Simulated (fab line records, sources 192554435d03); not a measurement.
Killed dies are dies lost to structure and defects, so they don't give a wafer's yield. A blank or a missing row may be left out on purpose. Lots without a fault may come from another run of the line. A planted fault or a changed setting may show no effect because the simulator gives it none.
fab line records | flow n5_finfet
record lots=6 wafers=18 last_day=17
route steps=1938 shown HKMG_FIN@426 BEOL_M4@1111 PASSIVATION@1936
lots that met no fault: from a run of the same line without faults
start_h: hours from the record's first day to the start of the lot's first wafer shown | wait_h: hours since the lot's step before | " the same as in the row above | L1.1+2: a row that stands for several wafers | - no value, or no start given | * or withheld: withheld | < > ~ a bound
route shown NAME@n: a module of which the file shows steps, and the number in the route of the first | usual: mean/standard deviation of fault-free wafers | same: alike in all rows | chamber/n: place in a boat | sites: the reading at each site | _std_site: their standard deviation | _edge_site: outer sites' mean less inner sites' | radius_mm: how far each site lies from the wafer's centre | mask NAME#n: copy n | behind: the tool/chamber that last shaped the wafer | hold: why the lot was held/for how many hours/how that ended | device: the transistor (n, p or np) that didn't switch | end of line: the same wafers' tests at the end of the route | a step without rows: its recipe alone | killed: dies lost to structure and defects at the first sort, not the wafer's yield | map: a wafer's dies, x killed, . not, _ none there
set.NAME: the setting as run; set.NAME@STEP: as run at that earlier step | model.NAME: the simulator's own value behind a step, which no gauge read
lots at some steps of the route; a table a step, a row a wafer
services: from which hour (start_h, from the record's first day; less than 0 if before it) a tool's chamber was out of use, for how many hours, and why
## steps
# step N5_HKMG_FIN_SOFTBAKE_07
# recipe temp_c=110 time_s=60 resist=CAR-ArF
# step N5_HKMG_FIN_EXPOSE_09
# recipe mask_id=NWFM na=1.35 source_shape=conventional sigma_outer=0.8 polarization=unpolarized dose_mj=39.25
# step N5_HKMG_FIN_PEB_10
# recipe peb_temp_c=withheld peb_time_s=60 resist=CAR-ArF
# step N5_HKMG_FIN_DEVELOP_11
# recipe develop_time_s=30 developer=TMAH resist=CAR-ArF dev_temp_c=23 rinse_liquid=diw dry=air_spin
# step N5_HKMG_FIN_CD_MEAS_12
# recipe target_cd_nm=92.8 landing_energy_ev=500 detector=se_inlens
# usual cd_nm=92.6/0.68
# columns lot.wafer tool chamber start_h wait_h cd_nm
L210.2 cd_sem-03 0 115.89 - 92.4
L210.3 " 0 " " 91.1
L210.4 " 0 " " 92.0
L215.1 cd_sem-03 0 140.65 - 92.7
L215.3 " 0 " " 92.5
L215.5 " 0 " " 92.5
L216.3 cd_sem-03 0 148.47 - 92.1
L216.5 " 0 " " 93.2
L216.6 " 0 " " 92.6
L218.1 cd_sem-03 0 159.93 - 93.0
L218.4 " 0 " " 91.4
L218.5 " 0 " " 92.0
L224.1 cd_sem-03 0 201.94 - 91.8
L224.2 " 0 " " 92.6
L224.5 " 0 " " 91.2
L226.2 cd_sem-02 0 208.89 - 92.1
L226.3 " 0 " " 91.7
L226.5 " 0 " " 92.3
# step N5_HKMG_FIN_OVL_MEAS_13
# recipe points_per_wafer=44
# usual NWFM_OVL=0.2/0.81
# columns lot.wafer tool chamber start_h wait_h NWFM_OVL[nm]
L210.2 overlay-01 0 115.92 0.0 0.5
L210.3 " 0 " " 0.0
L210.4 " 0 " " 0.4
L215.1 overlay-01 0 140.68 0.0 -0.2
L215.3 " 0 " " 0.7
L215.5 " 0 " " 0.9
L216.3 overlay-02 0 148.50 0.0 1.0
L216.5 " 0 " " 0.5
L216.6 " 0 " " -0.2
L218.1 overlay-01 0 159.96 0.0 0.3
L218.4 " 0 " " 1.0
L218.5 " 0 " " 0.5
L224.1 overlay-02 0 201.99 0.0 -0.6
L224.2 " 0 " " 1.0
L224.5 " 0 " " -0.4
L226.2 overlay-02 0 208.92 0.0 -0.1
L226.3 " 0 " " -0.4
L226.5 " 0 " " -0.5
# step N5_HKMG_FIN_INSPECT_14
# recipe mode=adi inspect_instrument=macro
# usual raw_defect_count=2.1/1.6
# columns lot.wafer tool chamber start_h wait_h raw_defect_count
L210.2 defect_inspect-01 - 115.94 0.0 3
L210.3 " - " " 4
L210.4 " - " " 2
L215.1 defect_inspect-02 - 140.70 0.0 1
L215.3 " - " " 1
L215.5 " - " " 3
L216.3 defect_inspect-02 - 148.52 0.0 1
L216.5 " - " " 3
L216.6 " - " " 3
L218.1 defect_inspect-02 - 159.98 0.0 1
L218.4 " - " " 2
L218.5 " - " " 9
L224.1 defect_inspect-01 - 202.01 0.0 1
L224.2 " - " " 1
L224.5 " - " " 2
L226.2 defect_inspect-02 - 208.95 0.0 1
L226.3 " - " " 2
L226.5 " - " " 3
# step N5_HKMG_FIN_DESCUM_17
# recipe chemistry=O2 time_s=7.9 source_power_w=50 bias_power_w=20 pressure_mtorr=20 rf_frequency_hz=2.712e+07 temp_c=40 resist=CAR-ArF o2_flow_sccm=225
# usual bias_power_w=19.99/0.054 drypump_motor_current_A=5.5/0.5 oes_product_au=0.78/0.094 rf_vpp_V=243.0/1.3 showerhead_plenum_p_Torr=2.08/0.066 throttle_valve_pct=20.44/0.23
# columns lot.wafer tool chamber start_h wait_h bias_power_w drypump_motor_current_A oes_product_au rf_hours_counter_h rf_vpp_V showerhead_plenum_p_Torr throttle_valve_pct
L210.2 rie_diel-02 0 115.98 0.0 20.01 5.1 0.72 194 241.4 1.98 20.79
L210.3 " 1 " " 19.91 6.4 0.70 233 242.9 2.06 20.11
L210.4 " 3 " " 20.00 5.3 0.99 4 245.3 2.24 20.25
L215.1 rie_diel-02 0 140.73 0.0 19.92 5.1 0.71 203 242.3 1.98 20.81
L215.3 " 1 " " 19.85 6.5 0.69 241 243.0 2.06 20.12
L215.5 " 2 " " 19.96 5.1 0.87 - 243.0 2.05 20.31
L216.3 rie_diel-02 1 148.56 0.0 20.01 6.4 0.69 243 243.0 2.06 20.13
L216.5 " 1 " " 19.95 6.4 0.68 - 241.0 2.06 20.13
L216.6 " 0 " " 20.00 5.1 0.71 - 241.6 1.98 20.83
L218.1 rie_diel-02 2 160.02 0.0 20.05 5.1 0.87 52 241.6 2.05 20.32
L218.4 " 3 " " 19.99 5.3 0.93 21 245.0 2.23 20.31
L218.5 " 3 " " 20.01 5.3 0.94 - 245.7 2.23 20.27
L224.1 rie_diel-04 2 202.05 0.0 19.95 5.1 0.93 18 242.2 2.06 20.33
L224.2 " 1 " " 20.01 6.0 0.72 208 242.3 2.16 20.84
L224.5 " 2 " " 20.02 5.1 0.93 - 244.0 2.06 20.32
L226.2 rie_diel-03 0 209.06 0.1 20.06 6.1 0.88 34 241.6 2.06 20.72
L226.3 " 3 " " 20.00 5.2 0.73 160 243.8 2.16 20.32
L226.5 " 0 " " 19.94 6.1 0.88 - 242.5 2.06 20.73
# step N5_HKMG_FIN_ETCH_31
# recipe chemistry=CF4 target=SiARC target_depth_a=455 mask_material=CAR-ArF time_s=75.8 ion_energy_ev=80 pressure_mtorr=40 source_w=545 bias_w=36 Ar_flow_sccm=100 cf4_flow_sccm=100 ends=cleared
# usual drypump_motor_current_A=5.5/0.49 etch_rf_on_time_s=76.1/1.4 oes_product_au=0.66/0.08 rf_fwd_power_W=539.7/2.2 rf_vpp_V=183.9/1.2 showerhead_plenum_p_Torr=2.13/0.067 throttle_valve_pct=15.62/0.26
# columns lot.wafer tool chamber start_h wait_h drypump_motor_current_A etch_rf_on_time_s oes_product_au rf_fwd_power_W rf_hours_counter_h rf_vpp_V showerhead_plenum_p_Torr throttle_valve_pct
L210.2 rie_diel-02 0 116.01 0.0 5.1 77.0 0.61 544.2 194 182.5 2.05 16.08
L210.3 " 1 " " 6.4 79.1 0.59 537.2 233 183.4 2.11 15.45
L210.4 " 3 " " 5.3 74.5 0.84 541.6 5 185.5 2.27 15.28
L215.1 rie_diel-02 0 140.77 0.0 5.1 76.0 0.60 543.7 203 184.6 2.04 16.08
L215.3 " 1 " " 6.4 79.6 0.57 537.4 241 183.9 2.11 15.45
L215.5 " 2 " " 5.1 74.6 0.75 542.2 - 183.4 2.08 15.38
L216.3 rie_diel-02 1 148.59 0.0 6.4 79.1 0.57 536.7 243 183.2 2.11 15.46
L216.5 " 1 " " 6.4 79.3 0.58 536.6 - 181.9 2.11 15.45
L216.6 " 0 " " 5.1 75.6 0.61 538.7 - 182.0 2.04 16.10
L218.1 rie_diel-02 2 160.05 0.0 5.1 75.8 0.73 539.2 52 183.8 2.08 15.37
L218.4 " 3 " " 5.3 74.6 0.80 539.1 21 184.5 2.26 15.29
L218.5 " 3 " " 5.3 74.6 0.80 541.4 - 186.2 2.26 15.29
L224.1 rie_diel-04 2 202.08 0.0 5.0 75.1 0.78 539.1 18 185.5 2.09 15.32
L224.2 " 1 " " 6.0 77.2 0.61 539.5 208 184.5 2.21 15.98
L224.5 " 2 " " 5.0 74.7 0.79 540.5 - 185.1 2.09 15.33
L226.2 rie_diel-03 0 209.09 0.0 6.1 74.7 0.75 542.7 34 183.9 2.09 15.73
L226.3 " 3 " " 5.1 76.6 0.63 542.1 160 185.0 2.24 15.76
L226.5 " 0 " " 6.1 74.3 0.75 542.2 - 184.0 2.09 15.75
# step N5_HKMG_FIN_ETCH_32
# recipe chemistry=N2/H2 target=SOC target_depth_a=2400 temp_c=40 time_s=300 ion_energy_ev=200 mask_material=SiARC pressure_mtorr=30 source_w=840 bias_w=150 n2_flow_sccm=200 h2_flow_sccm=200
# usual drypump_motor_current_A=5.5/0.49 h2_flow_sccm=200.0/0.58 oes_product_au=0.78/0.094 rf_fwd_power_W=838.0/2.6 rf_vpp_V=523.5/2.3 showerhead_plenum_p_Torr=2.53/0.081 throttle_valve_pct=17.86/0.29
# columns lot.wafer tool chamber start_h wait_h drypump_motor_current_A h2_flow_sccm oes_product_au rf_fwd_power_W rf_hours_counter_h rf_vpp_V showerhead_plenum_p_Torr throttle_valve_pct
L210.2 rie_diel-02 0 116.07 0.0 5.1 200.7 0.73 840.0 195 520.1 2.41 18.15
L210.3 " 1 " " 6.4 199.9 0.68 841.3 233 522.7 2.50 17.53
L210.4 " 3 " " 5.3 199.8 0.99 834.9 5 529.2 2.70 17.44
L215.1 rie_diel-02 0 140.83 0.0 5.1 199.8 0.71 836.4 203 519.6 2.41 18.16
L215.3 " 1 " " 6.4 199.6 0.67 833.4 241 522.1 2.50 17.54
L215.5 " 2 " " 5.1 200.0 0.87 840.8 - 523.2 2.50 17.74
L216.3 rie_diel-02 1 148.65 0.0 6.4 199.8 0.67 838.4 244 523.5 2.50 17.56
L216.5 " 1 " " 6.4 199.3 0.67 831.9 - 522.3 2.50 17.54
L216.6 " 0 " " 5.1 199.3 0.71 833.4 - 520.7 2.41 18.17
L218.1 rie_diel-02 2 160.11 0.0 5.2 200.7 0.86 839.9 52 523.8 2.49 17.78
L218.4 " 3 " " 5.3 199.3 0.94 840.2 21 528.3 2.69 17.46
L218.5 " 3 " " 5.3 200.6 0.95 833.1 - 529.0 2.69 17.47
L224.1 rie_diel-04 2 202.14 0.0 5.1 200.9 0.92 840.3 18 522.0 2.50 17.60
L224.2 " 1 " " 6.0 199.8 0.72 837.1 208 526.7 2.62 18.24
L224.5 " 2 " " 5.1 200.6 0.92 842.8 - 521.5 2.49 17.60
L226.2 rie_diel-03 0 209.15 0.0 6.1 199.9 0.90 838.9 34 522.3 2.49 18.02
L226.3 " 3 " " 5.1 199.0 0.74 838.3 160 525.9 2.66 17.95
L226.5 " 0 " " 6.1 200.0 0.89 835.5 - 523.4 2.49 18.02
# step N5_HKMG_FIN_STRIP_33
# recipe chemistry=N2/H2 temp_c=40 n2_flow_sccm=200 h2_flow_sccm=200 rf_frequency_hz=6e+07
# step N5_HKMG_FIN_STRIP_34
# recipe chemistry=CF4 resist=SiARC power_w=300 bias_power_w=75 pressure_mtorr=50 cf4_flow_sccm=150 rf_frequency_hz=6e+07
# usual bias_power_w=75.01/0.24 drypump_motor_current_A=5.5/0.49 oes_product_au=0.77/0.085 rf_vpp_V=271.0/1.5 showerhead_plenum_p_Torr=1.78/0.054 throttle_valve_pct=13.61/0.27
# columns lot.wafer tool chamber start_h wait_h bias_power_w drypump_motor_current_A oes_product_au rf_hours_counter_h rf_vpp_V showerhead_plenum_p_Torr throttle_valve_pct
L210.2 rie_diel-02 0 116.26 0.0 74.94 5.1 0.72 195 269.2 1.72 14.05
L210.3 " 1 " " 75.31 6.4 0.70 233 268.4 1.77 13.50
L210.4 " 3 " " 74.91 5.3 0.97 5 273.2 1.89 13.18
L215.1 rie_diel-02 0 141.02 0.0 74.49 5.1 0.71 203 268.1 1.71 14.07
L215.3 " 1 " " 74.95 6.4 0.69 241 269.7 1.77 13.52
L215.5 " 2 " " 75.29 5.1 0.85 - 270.5 1.74 13.34
L216.3 rie_diel-02 1 148.84 0.0 75.16 6.4 0.70 244 270.9 1.77 13.53
L216.5 " 1 " " 75.28 6.4 0.70 - 270.4 1.77 13.51
L216.6 " 0 " " 74.65 5.1 0.71 - 268.0 1.71 14.07
L218.1 rie_diel-02 2 160.30 0.0 75.13 5.1 0.84 52 270.8 1.74 13.35
L218.4 " 3 " " 75.55 5.3 0.91 22 272.0 1.88 13.21
L218.5 " 3 " " 75.10 5.3 0.91 - 272.9 1.88 13.21
L224.1 rie_diel-04 2 202.33 0.0 75.05 5.1 0.91 18 271.7 1.75 13.26
L224.2 " 1 " " 75.10 6.0 0.72 208 271.2 1.84 13.94
L224.5 " 2 " " 75.29 5.1 0.90 - 270.3 1.75 13.24
L226.2 rie_diel-03 0 209.34 0.0 75.11 6.1 0.86 34 270.4 1.75 13.66
L226.3 " 3 " " 74.52 5.1 0.73 161 270.7 1.88 13.75
L226.5 " 0 " " 74.60 6.1 0.86 - 270.3 1.75 13.67
# step N5_HKMG_FIN_ETCH_35
# recipe chemistry=N2/H2 target=SOC target_depth_a=2158 ion_energy_ev=65 bias_w=5 source_w=3000 time_s=243.4 pressure_mtorr=30 n2_flow_sccm=200 h2_flow_sccm=200
# usual drypump_motor_current_A=5.5/0.49 h2_flow_sccm=200.0/0.61 oes_product_au=0.78/0.094 rf_fwd_power_W=2993/9.9 rf_vpp_V=141.5/0.93 showerhead_plenum_p_Torr=2.53/0.081 throttle_valve_pct=17.87/0.29
# columns lot.wafer tool chamber start_h wait_h drypump_motor_current_A h2_flow_sccm oes_product_au rf_fwd_power_W rf_hours_counter_h rf_vpp_V showerhead_plenum_p_Torr throttle_valve_pct model.SOC_of_HKMG_FIN_COAT_29.thk_nm model.etch.depth_nm model.HKMG_FIN.feature_depth_nm
L210.2 rie_diel-02 0 116.28 0.0 5.1 200.1 0.72 2994 195 140.1 2.41 18.16 84.2 214.4 214.4
L210.3 " 1 " " 6.4 200.6 0.68 2982 233 142.3 2.50 17.54 93.2 205.9 206
L210.4 " 3 " " 5.3 200.4 0.98 2993 5 141.2 2.70 17.45 79.2 220.2 220.2
L215.1 rie_diel-02 0 141.04 0.0 5.1 199.9 0.71 3004 203 141.1 2.41 18.17 86.6 212.9 213
L215.3 " 1 " " 6.4 199.2 0.67 2975 241 143.3 2.50 17.58 92.8 206 206
L215.5 " 2 " " 5.1 200.7 0.86 3000 - 140.4 2.49 17.77 82 216.8 216.8
L216.3 rie_diel-02 1 148.86 0.0 6.4 200.1 0.59 2263 244 156.4 2.50 17.55 137.4 161.2 161.2
L216.5 " 1 " " 6.4 200.5 0.58 2270 - 154.7 2.50 17.54 140 160.5 160.4
L216.6 " 0 " " 5.1 199.7 0.62 2270 - 154.8 2.41 18.16 130.2 170 170
L218.1 rie_diel-02 2 160.32 0.0 5.1 198.8 0.74 2288 52 156.8 2.49 17.75 128.4 172 172
L218.4 " 3 " " 5.3 200.4 0.82 2296 22 158.0 2.69 17.45 124.2 175.8 175.8
L218.5 " 3 " " 5.3 200.0 0.83 2292 - 156.9 2.69 17.46 124 176.4 176.4
L224.1 rie_diel-04 2 202.35 0.0 5.1 200.0 0.93 3006 18 140.9 2.50 17.62 79.8 220.5 220.4
L224.2 " 1 " " 6.0 199.7 0.71 3001 208 141.5 2.62 18.25 85.8 214.1 214
L224.5 " 2 " " 5.1 199.8 0.93 2989 - 141.8 2.49 17.63 78.2 221.7 221.6
L226.2 rie_diel-03 0 209.36 0.0 6.1 199.7 0.89 2992 34 141.0 2.49 18.03 79.6 221.3 221.4
L226.3 " 3 " " 5.2 198.9 0.72 2987 161 142.4 2.66 17.95 88.6 212.2 212.2
L226.5 " 0 " " 6.1 199.3 0.89 2996 - 140.7 2.49 18.03 79.6 221 221
# step N5_HKMG_FIN_STRIP_92
# recipe chemistry=N2/H2 material=SOC time_s=20 power_w=500 temp_c=40 pressure_mtorr=50 rf_frequency_hz=6e+07 bias_power_w=8 h2_frac=0.5 n2_flow_sccm=300 h2_flow_sccm=300
# usual bias_power_w=8.001/0.022 drypump_motor_current_A=5.5/0.49 h2_flow_sccm=300.0/0.84 oes_product_au=0.77/0.094 rf_vpp_V=54.2/0.86 showerhead_plenum_p_Torr=3.35/0.1 throttle_valve_pct=19.0/0.44
# columns lot.wafer tool chamber start_h wait_h bias_power_w drypump_motor_current_A h2_flow_sccm oes_product_au rf_hours_counter_h rf_vpp_V showerhead_plenum_p_Torr throttle_valve_pct model.SOC_of_HKMG_FIN_COAT_29.thk_nm
L210.2 rie_diel-02 0 116.43 0.1 7.993 5.1 299.0 0.72 195 55.3 3.19 19.1 74
L210.3 " 1 " " 7.994 6.4 298.5 0.68 233 54.8 3.31 18.5 83.6
L210.4 " 3 " " 7.983 5.3 300.9 0.98 5 55.4 3.56 18.4 68.8
L215.1 rie_diel-02 0 141.19 0.1 8.009 5.1 300.0 0.72 203 55.1 3.19 19.1 76.4
L215.3 " 1 " " 8.004 6.4 299.8 0.67 241 55.2 3.30 18.5 83.2
L215.5 " 2 " " 7.976 5.2 300.6 0.86 - 53.7 3.30 19.0 71.8
L216.3 rie_diel-02 1 149.01 0.1 8.001 6.4 298.3 0.68 244 54.4 3.30 18.5 127.6
L216.5 " 1 " " 8.011 6.4 298.8 0.68 - 52.9 3.30 18.5 130.4
L216.6 " 0 " " 7.996 5.1 300.7 0.72 - 54.1 3.19 19.1 120
L218.1 rie_diel-02 2 160.47 0.1 8.017 5.1 300.2 0.86 52 54.0 3.29 19.0 118
L218.4 " 3 " " 8.003 5.3 299.6 0.93 22 54.7 3.55 18.4 113.8
L218.5 " 3 " " 7.993 5.3 299.8 0.94 - 54.7 3.55 18.4 113.6
L224.1 rie_diel-04 2 202.50 0.1 8.034 5.1 299.8 0.93 18 53.2 3.30 18.8 69.2
L224.2 " 1 " " 8.028 6.0 299.4 0.72 208 55.3 3.46 19.5 75.8
L224.5 " 2 " " 7.981 5.1 300.0 0.93 - 52.5 3.30 18.7 67.6
L226.2 rie_diel-03 0 209.51 0.1 7.993 6.1 299.1 0.88 35 54.0 3.29 19.2 69.2
L226.3 " 3 " " 7.979 5.2 301.0 0.73 161 55.2 3.50 19.1 78.6
L226.5 " 0 " " 8.001 6.1 299.5 0.89 - 54.5 3.29 19.2 69.2
# step N5_HKMG_FIN_WET_ETCH_18
# recipe chemistry=SC1 target=TiN mix=1:1:5 temp_c=* time_s=55 target_depth_nm=5.2 dry=ipa_marangoni rinse_time_s=30 rinse_temp_c=23
# step N5_BEOL_M4_RC_MEAS_101
# usual DIBL_N=35.8/1.5 DIBL_P=35.9/1.8 IOFF_N=0.152/0.025 IOFF_P=0.21/0.031 ION_N=672/11 ION_P=462/7.4 SS_N=71.5/0.52 SS_P=73.2/0.54 VT_N=250/3 VT_P=-250/3.3
# columns lot.wafer tool chamber start_h wait_h DIBL_N[mV/V] DIBL_P[mV/V] IOFF_N[nA/um] IOFF_P[nA/um] ION_N[uA/um] ION_P[uA/um] SS_N[mV/dec] SS_P[mV/dec] VT_N[mV] VT_P[mV]
L210.2 prober-02 0 218.54 0.2 37.1 39.4 0.164 0.21 678 463 71.6 73.3 252 -253
L210.3 " 0 " " 37.4 38.7 0.163 0.20 682 463 72.0 73.4 248 -252
L210.4 " 0 " " 35.9 37.6 0.148 0.18 686 457 71.4 72.9 249 -253
L216.3 prober-01 0 237.07 0.3 35.1 35.8 0.145 0.19 674 462 71.6 74.0 250 -249
L216.5 " 0 " " 34.8 35.1 0.134 0.18 676 461 71.4 73.3 252 -253
L216.6 " 0 " " 36.6 37.9 0.180 0.22 681 470 71.3 74.0 247 -252
L215.1 prober-02 0 239.91 0.0 36.5 35.2 0.162 0.21 666 460 70.8 73.9 248 -250
L215.3 " 0 " " 38.4 38.1 0.206 0.26 677 467 72.6 73.8 246 -250
L215.5 " 0 " " 35.9 34.5 0.146 0.20 670 460 71.6 73.1 251 -251
L218.1 prober-01 0 246.32 0.0 35.7 35.7 0.149 0.20 672 463 71.2 73.1 250 -252
L218.4 " 0 " " 33.6 33.1 0.120 0.17 662 451 71.3 72.5 252 -255
L218.5 " 0 " " 34.6 34.6 0.135 0.18 679 467 71.5 72.9 251 -254
L224.1 prober-01 0 289.18 0.0 32.4 33.3 0.116 0.20 660 468 71.5 72.3 253 -248
L224.2 " 0 " " 34.6 35.6 0.152 0.23 689 477 71.6 72.6 250 -247
L224.5 " 0 " " 34.5 35.4 0.141 0.22 656 459 71.5 73.0 252 -245
L226.2 prober-01 0 303.50 0.2 34.3 33.5 0.120 0.19 653 455 70.4 72.2 256 -250
L226.3 " 0 " " 38.3 38.4 0.200 0.28 685 470 71.4 72.8 249 -244
L226.5 " 0 " " 33.3 32.8 0.114 0.18 656 455 70.2 72.3 252 -251
# step N5_PASSIVATION_PROBE_49
# usual defect_limited_yield=91.7/1.7 killed_at_M0_to_M3=34/10 killed_at_M4_up=13/5.1 killed_at_contacts=12/6.2 killed_at_front_end=36/12 killed_at_other=3.2/2.6 killed_dies=98/20 killed_on_rim=13/4.5 killed_open=65/13 killed_short=32/8.4 sort_bin_5_function=4.8/1.1 sort_bin_6_memory=3.2/0.74 sort_n_pass=1082/20 sort_yield_pct=91.7/1.7
# same gross_dies=1180 killed_at_back_side=0 sort_bin_4_leakage[%]=0 sort_bin_8_speed[%]=0
# columns lot.wafer tool chamber start_h wait_h defect_limited_yield[%] killed_at_M0_to_M3 killed_at_M4_up killed_at_contacts killed_at_front_end killed_at_other killed_dies killed_on_rim killed_open killed_short sort_bin_5_function[%] sort_bin_6_memory[%] sort_n_pass sort_yield_pct[%]
L210.2 prober-02 - 327.19 0.1 92.5 27 4 8 49 0 88 12 54 34 4.3 2.7 1092 92.5
L210.3 prober-02 - 327.24 0.1 93.1 23 9 6 42 1 81 11 52 27 4.3 2.3 1099 93.1
L210.4 prober-02 - 327.29 0.2 90.3 44 7 3 58 3 115 14 72 43 4.9 4.4 1065 90.3
# killed by level:class
L210.2 STI_FIN_REVEAL:geometric_particle:open=13 FIN_SAQP:geometric_particle:short=12 MOL_CONTACT_COAG:geometric_particle:open=7 BEOL_M3:geometric_particle:open=7 FIN_SAQP:geometric_particle:open=6 GATE_CUT:geometric_particle:short=5 BEOL_M0_SAQP:geometric_particle:open=5 STARTING-WAFER:geometric_particle:open=4
L210.3 FIN_SAQP:geometric_particle:open=16 STI_FIN_REVEAL:geometric_particle:open=8 FIN_SAQP:geometric_particle:short=7 BEOL_M0_SAQP:geometric_particle:short=7 BEOL_M2:geometric_particle:open=6 MOL_CONTACT_COAG:geometric_particle:open=5 BEOL_M1:geometric_particle:open=3 STI_FIN_REVEAL:geometric_particle:short=2
L210.4 FIN_SAQP:geometric_particle:short=17 STI_FIN_REVEAL:geometric_particle:open=13 FIN_SAQP:geometric_particle:open=11 BEOL_M3:geometric_particle:open=11 BEOL_M0_SAQP:geometric_particle:short=10 BEOL_M2:geometric_particle:open=9 BEOL_M0_SAQP:geometric_particle:open=8 STI_FIN_REVEAL:geometric_particle:short=5
## services
# columns tool chamber start_h hours kind
rie_diel-03 1 129.58 13.2 repair
rie_diel-04 2 139.87 - clean
rie_diel-04 2 139.87 - consumable_replace:focus_ring
rie_diel-04 2 139.87 23.9 scheduled_down
rie_diel-04 2 139.87 23.9 vent_cycle
rie_diel-04 3 163.89 - clean
rie_diel-04 3 163.89 - consumable_replace:focus_ring
rie_diel-04 3 163.89 13.6 scheduled_down
rie_diel-04 3 163.89 13.6 vent_cycle
rie_diel-02 1 166.72 - clean
rie_diel-02 1 166.72 - consumable_replace:focus_ring
rie_diel-02 1 166.72 15.5 scheduled_down
rie_diel-02 1 166.72 15.5 vent_cycle
rie_diel-04 0 177.63 - clean
rie_diel-04 0 177.63 - consumable_replace:focus_ring
rie_diel-04 0 177.63 29.9 scheduled_down
rie_diel-04 0 177.63 29.9 vent_cycle
rie_diel-03 1 204.96 8.0 repair
## key
first_sign step=N5_HKMG_FIN_ETCH_35 reading=rf_fwd_power_W direction=down sigmas=72 usual=* struck=*
effect step=N5_HKMG_FIN_ETCH_35 reading=rf_vpp_V direction=up sigmas=16 usual=141.5 struck=156.3
model_effect step=N5_HKMG_FIN_ETCH_35 value=SOC_of_HKMG_FIN_COAT_29.thk_nm without=86.8 struck=130.7
model_effect step=N5_HKMG_FIN_STRIP_92 value=SOC_of_HKMG_FIN_COAT_29.thk_nm without=76.67 struck=120.6
met_at N5_HKMG_FIN_ETCH_35
struck_wafers L216.3,L216.5,L216.6,L218.1,L218.4,L218.5
onset_between 141.04 148.86
fault kind=process_parameter_drift tool=rie_diel-02 chamber=- onset_h=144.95 steps=N5_HKMG_FIN_ETCH_35 channel=source_w offset=-720 shape=step end_h=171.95 acts_in=these_recipes_only stated=3000
